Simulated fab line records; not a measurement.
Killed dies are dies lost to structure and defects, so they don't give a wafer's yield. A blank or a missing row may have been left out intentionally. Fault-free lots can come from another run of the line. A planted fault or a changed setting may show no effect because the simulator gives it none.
Matching of chambers :: flow n5Finfet :: N5_BEOL_M2_STRIP_66 on rieDiel-01 has 4 sister chambers
The step strips in CF4. 16 wafers are shown with their chamber, then 8 later ones without.

WAFERS PAIRED WITH THEIR CHAMBERS
wafer: L077.1
chamber: 3
drypumpMotorCurrentA (A): 6.5
showerheadPlenumPTorr (Torr): 1.85
rfVppV (V): 271.4

wafer: L077.3
chamber: 0
drypumpMotorCurrentA (A): 6.3
showerheadPlenumPTorr (Torr): 1.86
rfVppV (V): 272.9

wafer: L077.6
chamber: 1
drypumpMotorCurrentA (A): 5.8
showerheadPlenumPTorr (Torr): 1.71
rfVppV (V): 268.9

wafer: L079.1
chamber: 0
drypumpMotorCurrentA (A): 6.3
showerheadPlenumPTorr (Torr): 1.86
rfVppV (V): 272.6

wafer: L079.3
chamber: 2
drypumpMotorCurrentA (A): 5.2
showerheadPlenumPTorr (Torr): 1.90
rfVppV (V): 274.3

wafer: L079.4
chamber: 1
drypumpMotorCurrentA (A): 5.8
showerheadPlenumPTorr (Torr): 1.71
rfVppV (V): 268.7

wafer: L081.1
chamber: 2
drypumpMotorCurrentA (A): 5.2
showerheadPlenumPTorr (Torr): 1.90
rfVppV (V): 273.6

wafer: L081.4
chamber: 2
drypumpMotorCurrentA (A): 5.2
showerheadPlenumPTorr (Torr): 1.90
rfVppV (V): 271.7

wafer: L081.5
chamber: 0
drypumpMotorCurrentA (A): 6.3
showerheadPlenumPTorr (Torr): 1.86
rfVppV (V): 274.5

wafer: L083.1
chamber: 0
drypumpMotorCurrentA (A): 6.3
showerheadPlenumPTorr (Torr): 1.86
rfVppV (V): 272.4

wafer: L083.5
chamber: 1
drypumpMotorCurrentA (A): 5.8
showerheadPlenumPTorr (Torr): 1.71
rfVppV (V): 269.3

wafer: L083.6
chamber: 0
drypumpMotorCurrentA (A): 6.3
showerheadPlenumPTorr (Torr): 1.86
rfVppV (V): 274.2

wafer: L089.1
chamber: 2
drypumpMotorCurrentA (A): 5.2
showerheadPlenumPTorr (Torr): 1.89
rfVppV (V): 272.3

wafer: L089.5
chamber: 3
drypumpMotorCurrentA (A): 6.6
showerheadPlenumPTorr (Torr): 1.84
rfVppV (V): 270.6

wafer: L089.6
chamber: 0
drypumpMotorCurrentA (A): 6.3
showerheadPlenumPTorr (Torr): 1.86
rfVppV (V): 274.8

wafer: L090.1
chamber: 3
drypumpMotorCurrentA (A): 6.5
showerheadPlenumPTorr (Torr): 1.84
rfVppV (V): 272.2

SIGNATURES, as means of the wafers listed above
reading: drypumpMotorCurrentA
chamber 0: 6.300
chamber 1: 5.800
chamber 2: 5.200
chamber 3: 6.533
scatter within a chamber: 0.0236

reading: showerheadPlenumPTorr
chamber 0: 1.8600
chamber 1: 1.7100
chamber 2: 1.8975
chamber 3: 1.8433
scatter within a chamber: 0.00344

reading: rfVppV
chamber 0: 273.567
chamber 1: 268.967
chamber 2: 272.975
chamber 3: 271.400
scatter within a chamber: 0.967
Rule: for a wafer and a chamber, the distance is found by dividing, reading by reading, the gap between the wafer's reading and the chamber's mean by the reading's scatter, squaring, summing and taking the root. The wafer belongs to the nearest chamber; if the next one is less than 2 further off, it can't be placed. The scatter: take each reading less its chamber's mean, square it, sum over the shown wafers, divide by the number of wafers less the number of chambers, and take the root.

WAFERS MISSING THEIR CHAMBER
wafer: L090.3
drypumpMotorCurrentA (A): 5.2
showerheadPlenumPTorr (Torr): 1.89
rfVppV (V): 273.7

wafer: L090.5
drypumpMotorCurrentA (A): 5.8
showerheadPlenumPTorr (Torr): 1.92
rfVppV (V): 272.6

wafer: L094.1
drypumpMotorCurrentA (A): 5.8
showerheadPlenumPTorr (Torr): 1.91
rfVppV (V): 273.8

wafer: L094.5
drypumpMotorCurrentA (A): 5.8
showerheadPlenumPTorr (Torr): 1.91
rfVppV (V): 272.4

wafer: L094.6
drypumpMotorCurrentA (A): 5.2
showerheadPlenumPTorr (Torr): 1.89
rfVppV (V): 273.6

wafer: L097.1
drypumpMotorCurrentA (A): 6.3
showerheadPlenumPTorr (Torr): 1.85
rfVppV (V): 274.2

wafer: L097.2
drypumpMotorCurrentA (A): 5.8
showerheadPlenumPTorr (Torr): 1.91
rfVppV (V): 272.6

wafer: L097.3
drypumpMotorCurrentA (A): 6.5
showerheadPlenumPTorr (Torr): 1.84
rfVppV (V): 271.7

CHAMBER TAKEN BY EACH
wafer: L090.3
from the rows above: 2
in truth: 2

wafer: L090.5
from the rows above: can't be placed: 2 or 0
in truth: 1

wafer: L094.1
from the rows above: can't be placed: 0 or 2
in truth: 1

wafer: L094.5
from the rows above: can't be placed: 2 or 0
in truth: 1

wafer: L094.6
from the rows above: 2
in truth: 2

wafer: L097.1
from the rows above: 0
in truth: 0

wafer: L097.2
from the rows above: can't be placed: 2 or 0
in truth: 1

wafer: L097.3
from the rows above: 3
in truth: 3
4 of 8 placed correctly. Can't be placed from these rows: 4 (the true chamber is among the candidates in 0). Placed wrongly: 0.
